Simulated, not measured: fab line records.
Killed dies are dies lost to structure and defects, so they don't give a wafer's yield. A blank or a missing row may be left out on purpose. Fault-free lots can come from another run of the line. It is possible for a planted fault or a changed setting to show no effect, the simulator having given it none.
fab line records | flow n5Finfet
[record] lots = 10 | wafers = 30 | lastDay = 17
route steps=1938 shown BEOL_M6@1195
lots untouched by any fault: they come from a run of this same line in which no faults occurred
startH: the number of hours between the record's first day and the start of the first shown wafer of the lot | waitH: hours from the lot's prior step to this one | " same as the row above | L1.1+2: a row that stands for several wafers | - no value present, or no start provided | * or withheld: withheld | < > ~ a bound
route shown NAME@n: names a module that has steps shown in the file, with the first one's number in the route | usual: mean/standard deviation of fault-free wafers | same: alike in all rows | chamber/n: place in a boat | sites: readings site by site | _std_site: standard deviation of those values | _edge_site: the outer-site mean with the inner-site mean subtracted | radiusMm: for every site, how far away it sits from the centre of the wafer | mask NAME#n: copy n | behind: the last tool/chamber to shape the wafer | hold: cause of the lot's hold/its duration in hours/its outcome | device: the n, p or np transistor that did not switch | end of line: tests run on the same wafers once the route is complete | a step without rows: its recipe alone | killed: dies lost to structure and defects at the first sort, not the wafer's yield | map: dies across one wafer; x = killed, . = not, _ = none there
set.NAME: the setting that was run; set.NAME@STEP: the one run at that earlier step | model.NAME: the simulator's own value behind a step, which no gauge read
the route's steps for a sample of lots (tables are steps, rows are wafers)
services: the hour from which a tool's chamber was out of use, counted from the record's first day as startH (under 0 if before that day), plus the number of hours and why
[[steps]]
[step N5_BEOL_M6_CURE_74]
[recipe] tempC = 385 | timeS = 240 | ambient = He/Ar | material = SiCOH_lowk
[usual] lampPowerPct = 52.32/0.057 | wafer_temp_C_max = 386.8/0.73
lot.wafer | tool      | chamber | startH | waitH | lampPowerPct | wafer_temp_C_max
L747.3    | uvCure-03 | 1       | 185.74 | 0.2   | 52.35        | 386.2
L747.4    | "         | 1       | "      | "     | 52.32        | 385.8
L747.5    | "         | 1       | "      | "     | 52.37        | 386.4
L749.1    | uvCure-03 | 1       | 186.06 | 0.1   | 52.31        | 386.3
L749.3    | "         | 1       | "      | "     | 52.43        | 386.1
L749.5    | "         | 1       | "      | "     | 52.39        | 386.0
L748.2    | uvCure-03 | 2       | 191.19 | 0.3   | 52.41        | 386.3
L748.4    | "         | 2       | "      | "     | 52.31        | 386.9
L748.6    | "         | 2       | "      | "     | 52.35        | 385.9
L752.1    | uvCure-02 | 2       | 212.55 | 0.0   | 52.25        | 388.1
L752.3    | "         | 2       | "      | "     | 52.32        | 386.6
L752.6    | "         | 2       | "      | "     | 52.42        | 387.1
L753.1    | uvCure-02 | 2       | 220.04 | 0.1   | 52.31        | 386.6
L753.4    | "         | 2       | "      | "     | 52.27        | 386.2
L753.6    | "         | 2       | "      | "     | 52.31        | 387.6
L759.2    | uvCure-01 | 2       | 260.11 | 0.1   | 52.29        | 387.0
L759.5    | "         | 2       | "      | "     | 52.38        | 387.5
L759.6    | "         | 2       | "      | "     | 52.34        | 387.6
L760.2    | uvCure-02 | 1       | 267.24 | 0.1   | 52.33        | 388.3
L760.3    | "         | 1       | "      | "     | 52.33        | 388.7
L760.5    | "         | 1       | "      | "     | 52.35        | 388.3
L767.1    | uvCure-01 | 1       | 303.98 | 0.0   | 52.26        | 387.1
L767.3    | "         | 1       | "      | "     | 52.26        | 387.4
L767.4    | "         | 1       | "      | "     | 52.29        | 387.6
L768.2    | uvCure-01 | 0       | 313.99 | 0.1   | 52.28        | 385.7
L768.3    | "         | 0       | "      | "     | 52.28        | 385.9
L768.6    | "         | 0       | "      | "     | 52.26        | 386.0
L769.1    | uvCure-02 | 1       | 318.83 | 0.0   | 52.34        | 388.0
L769.4    | "         | 1       | "      | "     | 52.41        | 388.7
L769.5    | "         | 1       | "      | "     | 52.34        | 386.9
[step N5_BEOL_M6_EXPOSE_25]
[recipe] maskId = V5 | na = 0.33 | sourceShape = annular | sigmaInner = 0.4 | sigmaOuter = 0.8 | polarization = unpolarized | targetCdNm = 40 | doseMj = 45
[usual] exposureDoseMJCm2 = 45.03/0.042 | reticleTempC = 23.00/0.097
lot.wafer | tool          | chamber | startH | waitH | mask | exposureDoseMJCm2 | reticleTempC
L747.3    | euvScanner-02 | 0       | 189.95 | -     | V5#0 | 45.00             | 22.83
L747.4    | "             | 0       | "      | "     | V5#0 | 44.99             | 22.92
L747.5    | "             | 0       | "      | "     | V5#0 | 45.05             | 22.95
L749.1    | euvScanner-01 | 0       | 190.10 | -     | V5#0 | 45.06             | 23.18
L749.3    | "             | 0       | "      | "     | V5#0 | 45.00             | 23.01
L749.5    | "             | 0       | "      | "     | V5#0 | 45.02             | 23.00
L748.2    | euvScanner-01 | 0       | 194.95 | -     | V5#0 | 45.00             | 23.04
L748.4    | "             | 0       | "      | "     | V5#0 | 45.00             | 23.24
L748.6    | "             | 0       | "      | "     | V5#0 | 45.08             | 23.10
L752.1    | euvScanner-02 | 0       | 216.28 | -     | V5#0 | 45.02             | 22.94
L752.3    | "             | 0       | "      | "     | V5#0 | 45.07             | 22.90
L752.6    | "             | 0       | "      | "     | V5#0 | 45.04             | 22.96
L753.1    | euvScanner-01 | 0       | 223.94 | -     | V5#0 | 45.12             | 23.04
L753.4    | "             | 0       | "      | "     | V5#0 | 45.01             | 22.97
L753.6    | "             | 0       | "      | "     | V5#0 | 45.05             | 22.98
L759.2    | euvScanner-02 | 0       | 264.06 | -     | V5#0 | 46.16             | 23.12
L759.5    | "             | 0       | "      | "     | V5#0 | 46.17             | 22.94
L759.6    | "             | 0       | "      | "     | V5#0 | 46.23             | 22.93
L760.2    | euvScanner-02 | 0       | 271.67 | -     | V5#0 | 45.93             | 23.06
L760.3    | "             | 0       | "      | "     | V5#0 | 46.02             | 23.00
L760.5    | "             | 0       | "      | "     | V5#0 | 45.97             | 23.12
L767.1    | euvScanner-01 | 0       | 307.21 | -     | V5#0 | 44.99             | 23.01
L767.3    | "             | 0       | "      | "     | V5#0 | 44.97             | 22.92
L767.4    | "             | 0       | "      | "     | V5#0 | 44.98             | 23.00
L768.2    | euvScanner-01 | 0       | 317.41 | -     | V5#0 | 45.03             | 22.99
L768.3    | "             | 0       | "      | "     | V5#0 | 45.08             | 22.97
L768.6    | "             | 0       | "      | "     | V5#0 | 45.08             | 23.11
L769.1    | euvScanner-01 | 0       | 322.87 | -     | V5#0 | 44.98             | 23.00
L769.4    | "             | 0       | "      | "     | V5#0 | 45.00             | 22.88
L769.5    | "             | 0       | "      | "     | V5#0 | 44.96             | 22.87
[step N5_BEOL_M6_CD_MEAS_28]
[recipe] targetCdNm = 40 | landingEnergyEv = 500 | detector = seInlens
[usual] cdNm = 40.03/0.22
lot.wafer | tool     | chamber | startH | waitH | cdNm
L747.3    | cdSem-01 | 0       | 190.07 | -     | 40.14
L747.4    | "        | 0       | "      | "     | 39.70
L747.5    | "        | 0       | "      | "     | 40.21
L749.1    | cdSem-03 | 0       | 190.24 | -     | 40.13
L749.3    | "        | 0       | "      | "     | 40.42
L749.5    | "        | 0       | "      | "     | 39.52
L748.2    | cdSem-03 | 0       | 195.08 | -     | 39.99
L748.4    | "        | 0       | "      | "     | 40.36
L748.6    | "        | 0       | "      | "     | 39.96
L752.1    | cdSem-03 | 0       | 216.41 | -     | 40.08
L752.3    | "        | 0       | "      | "     | 39.94
L752.6    | "        | 0       | "      | "     | 39.89
L753.1    | cdSem-02 | 0       | 224.07 | -     | 39.64
L753.4    | "        | 0       | "      | "     | 39.66
L753.6    | "        | 0       | "      | "     | 39.56
L759.2    | cdSem-02 | 0       | 264.19 | -     | 40.70
L759.5    | "        | 0       | "      | "     | 40.26
L759.6    | "        | 0       | "      | "     | 40.67
L760.2    | cdSem-01 | 0       | 271.80 | -     | 40.83
L760.3    | "        | 0       | "      | "     | 40.76
L760.5    | "        | 0       | "      | "     | 40.69
L767.1    | cdSem-01 | 0       | 307.34 | -     | 40.01
L767.3    | "        | 0       | "      | "     | 39.72
L767.4    | "        | 0       | "      | "     | 40.09
L768.2    | cdSem-01 | 0       | 317.54 | -     | 39.91
L768.3    | "        | 0       | "      | "     | 40.10
L768.6    | "        | 0       | "      | "     | 39.76
L769.1    | cdSem-03 | 0       | 323.00 | -     | 40.04
L769.4    | "        | 0       | "      | "     | 40.21
L769.5    | "        | 0       | "      | "     | 39.92
[step N5_BEOL_M6_OVL_MEAS_29]
[recipe] pointsPerWafer = 522
[usual] V5_OVL = 0.1/0.71
lot.wafer | tool       | chamber | startH | waitH | V5_OVL[nm]
L747.3    | overlay-02 | 0       | 190.11 | 0.0   | 0.6
L747.4    | "          | 0       | "      | "     | -0.5
L747.5    | "          | 0       | "      | "     | -0.8
L749.1    | overlay-02 | 0       | 190.27 | 0.0   | 0.2
L749.3    | "          | 0       | "      | "     | -0.1
L749.5    | "          | 0       | "      | "     | 0.5
L748.2    | overlay-02 | 0       | 195.12 | 0.0   | -0.3
L748.4    | "          | 0       | "      | "     | 0.5
L748.6    | "          | 0       | "      | "     | 0.7
L752.1    | overlay-02 | 0       | 216.44 | 0.0   | -1.1
L752.3    | "          | 0       | "      | "     | -1.7
L752.6    | "          | 0       | "      | "     | -1.7
L753.1    | overlay-01 | 0       | 224.10 | 0.0   | -0.6
L753.4    | "          | 0       | "      | "     | -0.4
L753.6    | "          | 0       | "      | "     | -0.3
L759.2    | overlay-02 | 0       | 264.22 | 0.0   | 0.9
L759.5    | "          | 0       | "      | "     | 0.1
L759.6    | "          | 0       | "      | "     | -0.1
L760.2    | overlay-02 | 0       | 271.84 | 0.0   | 0.5
L760.3    | "          | 0       | "      | "     | 0.1
L760.5    | "          | 0       | "      | "     | -0.3
L767.1    | overlay-01 | 0       | 307.37 | 0.0   | 0.6
L767.3    | "          | 0       | "      | "     | 1.0
L767.4    | "          | 0       | "      | "     | -0.1
L768.2    | overlay-02 | 0       | 317.58 | 0.0   | 0.3
L768.3    | "          | 0       | "      | "     | 0.5
L768.6    | "          | 0       | "      | "     | 1.2
L769.1    | overlay-01 | 0       | 323.03 | 0.0   | -0.8
L769.4    | "          | 0       | "      | "     | -0.6
L769.5    | "          | 0       | "      | "     | -0.6
[step N5_BEOL_M6_ETCH_72]
[recipe] chemistry = N2/H2 | target = underlayer | targetDepthA = 65 | maskMaterial = CAR-EUV | timeS = 5.2 | ionEnergyEv = 200 | pressureMtorr = 30 | sourceW = 840 | biasW = 150 | n2FlowSccm = 200 | h2FlowSccm = 200 | ends = cleared
[usual] drypumpMotorCurrentA = 5.9/0.56 | etchRfOnTimeS = 5.16/0.097 | oesProductAu = 0.68/0.068 | rfVppV = 523.3/2.6 | showerheadPlenumPTorr = 2.52/0.079 | throttleValvePct = 17.88/0.26
lot.wafer | tool       | chamber | startH | waitH | drypumpMotorCurrentA | etchRfOnTimeS | oesProductAu | rfHoursCounterH | rfVppV | showerheadPlenumPTorr | throttleValvePct
L747.3    | rieDiel-06 | 0       | 190.22 | 0.0   | 6.9                  | 5.24          | 0.67         | 112             | 523.4  | 2.46                  | 17.56
L747.4    | "          | 3       | "      | "     | 4.9                  | 5.11          | 0.68         | 96              | 525.8  | 2.57                  | 18.08
L747.5    | "          | 0       | "      | "     | 6.8                  | 5.32          | 0.65         | -               | 522.5  | 2.46                  | 17.56
L749.1    | rieDiel-06 | 0       | 190.62 | 0.0   | 6.8                  | 5.20          | 0.67         | 112             | 521.8  | 2.45                  | 17.56
L749.3    | "          | 3       | "      | "     | 4.9                  | 5.04          | 0.69         | 96              | 525.4  | 2.57                  | 18.08
L749.5    | "          | 3       | "      | "     | 4.9                  | 5.05          | 0.70         | -               | 523.0  | 2.57                  | 18.07
L748.2    | rieDiel-06 | 3       | 196.88 | 0.0   | 4.9                  | 5.14          | 0.68         | 100             | 527.3  | 2.57                  | 18.07
L748.4    | "          | 2       | "      | "     | 6.0                  | 5.32          | 0.62         | 165             | 520.3  | 2.43                  | 17.70
L748.6    | "          | 2       | "      | "     | 5.9                  | 5.33          | 0.61         | -               | 519.0  | 2.43                  | 17.70
L752.1    | rieDiel-04 | 1       | 216.57 | 0.0   | 5.9                  | 5.07          | 0.79         | 17              | 521.2  | 2.49                  | 17.75
L752.3    | "          | 0       | "      | "     | 6.5                  | 5.00          | 0.84         | 4               | 523.2  | 2.49                  | 17.54
L752.6    | "          | 0       | "      | "     | 6.5                  | 5.01          | 0.82         | -               | 524.5  | 2.49                  | 17.53
L753.1    | rieDiel-06 | 1       | 224.23 | 0.0   | 5.7                  | 5.18          | 0.63         | 158             | 528.1  | 2.65                  | 18.26
L753.4    | "          | 2       | "      | "     | 5.9                  | 5.26          | 0.61         | 175             | 517.7  | 2.43                  | 17.70
L753.6    | "          | 0       | "      | "     | 6.8                  | 5.28          | 0.66         | -               | 519.9  | 2.45                  | 17.57
L759.2    | rieDiel-04 | 0       | 264.35 | 0.0   | 6.5                  | 5.01          | 0.78         | 22              | 524.0  | 2.48                  | 17.55
L759.5    | "          | 1       | "      | "     | 6.0                  | 5.06          | 0.76         | -               | 521.4  | 2.49                  | 17.78
L759.6    | "          | 0       | "      | "     | 6.5                  | 5.01          | 0.78         | -               | 524.0  | 2.48                  | 17.56
L760.2    | rieDiel-06 | 2       | 271.96 | 0.0   | 6.0                  | 5.29          | 0.60         | 190             | 518.2  | 2.42                  | 17.70
L760.3    | "          | 1       | "      | "     | 5.7                  | 5.24          | 0.61         | 174             | 526.8  | 2.64                  | 18.30
L760.5    | "          | 0       | "      | "     | 6.8                  | 5.31          | 0.64         | -               | 519.3  | 2.44                  | 17.60
L767.1    | rieDiel-04 | 3       | 307.50 | 0.0   | 6.0                  | 5.22          | 0.67         | 107             | 527.6  | 2.67                  | 17.82
L767.3    | "          | 2       | "      | "     | 5.8                  | 5.18          | 0.67         | 118             | 520.3  | 2.45                  | 17.99
L767.4    | "          | 1       | "      | "     | 6.0                  | 5.12          | 0.75         | 49              | 522.7  | 2.48                  | 17.81
L768.2    | rieDiel-04 | 1       | 318.03 | 0.0   | 5.9                  | 5.17          | 0.73         | 53              | 522.0  | 2.48                  | 17.81
L768.3    | "          | 3       | "      | "     | 6.0                  | 5.22          | 0.67         | 110             | 528.0  | 2.67                  | 17.82
L768.6    | "          | 2       | "      | "     | 5.8                  | 5.17          | 0.67         | -               | 520.0  | 2.45                  | 18.01
L769.1    | rieDiel-06 | 3       | 323.16 | 0.0   | 4.9                  | 5.10          | 0.65         | 146             | 522.3  | 2.55                  | 18.15
L769.4    | "          | 2       | "      | "     | 6.0                  | 5.35          | 0.59         | 208             | 521.0  | 2.41                  | 17.78
L769.5    | "          | 2       | "      | "     | 6.0                  | 5.28          | 0.59         | -               | 520.6  | 2.41                  | 17.74
[[services]]
tool          | chamber | startH | hours | kind
euvScanner-02 | -       | 165.92 | 1.0   | pm
euvScanner-01 | -       | 188.38 | 1.0   | pm
euvScanner-02 | -       | 190.35 | 4.6   | pm
rieDiel-04    | 0       | 191.11 | -     | clean
rieDiel-04    | 0       | 191.11 | -     | consumableReplace:focusRing
rieDiel-04    | 0       | 191.11 | 17.0  | scheduledDown
rieDiel-04    | 0       | 191.11 | 17.0  | ventCycle
uvCure-03     | -       | 193.95 | 7.5   | pm
euvScanner-01 | -       | 198.58 | 4.6   | pm
euvScanner-02 | -       | 203.98 | 1.0   | pm
rieDiel-04    | 1       | 209.25 | 5.5   | repair
uvCure-01     | -       | 226.66 | 10.1  | repair
rieDiel-04    | 0       | 234.06 | 1.5   | repair
euvScanner-01 | -       | 244.53 | 1.0   | pm
euvScanner-02 | -       | 260.13 | 1.0   | pm
euvScanner-02 | -       | 279.53 | 1.3   | repair
euvScanner-02 | 0       | 280.95 | -     | calibration
euvScanner-01 | -       | 300.68 | 1.0   | pm
euvScanner-01 | 0       | 306.88 | -     | calibration
euvScanner-02 | -       | 316.28 | 1.0   | pm
[[key]]
[firstSign] step = N5_BEOL_M6_EXPOSE_25 | reading = exposureDoseMJCm2 | direction = up | sigmas = 25 | usual = 45.03 | struck = 46.08
[effect] step = N5_BEOL_M6_CD_MEAS_28 | reading = cdNm | direction = up | sigmas = 2.8 | usual = 40.03 | struck = 40.65 | through = controlLoop
metAt N5_BEOL_M6_EXPOSE_25
struckLots L759,L760
[loopTrim] step = N5_BEOL_M6_EXPOSE_25 | setting = dose | lots = L760
notActingAt N5_BEOL_M6_CURE_74,N5_BEOL_M6_OVL_MEAS_29,N5_BEOL_M6_ETCH_72
onsetBetween 216.28 264.06
[fault] kind = processParameterDrift | tool = euvScanner-02 | chamber = - | onsetH = 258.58 | steps = N5_BEOL_M6_EXPOSE_25 | channel = doseMj | offset = 1.1479 | shape = step | actsIn = theseRecipesOnly | stated = 45
// loopTrim: a control loop set the setting to another value than it would have without faults
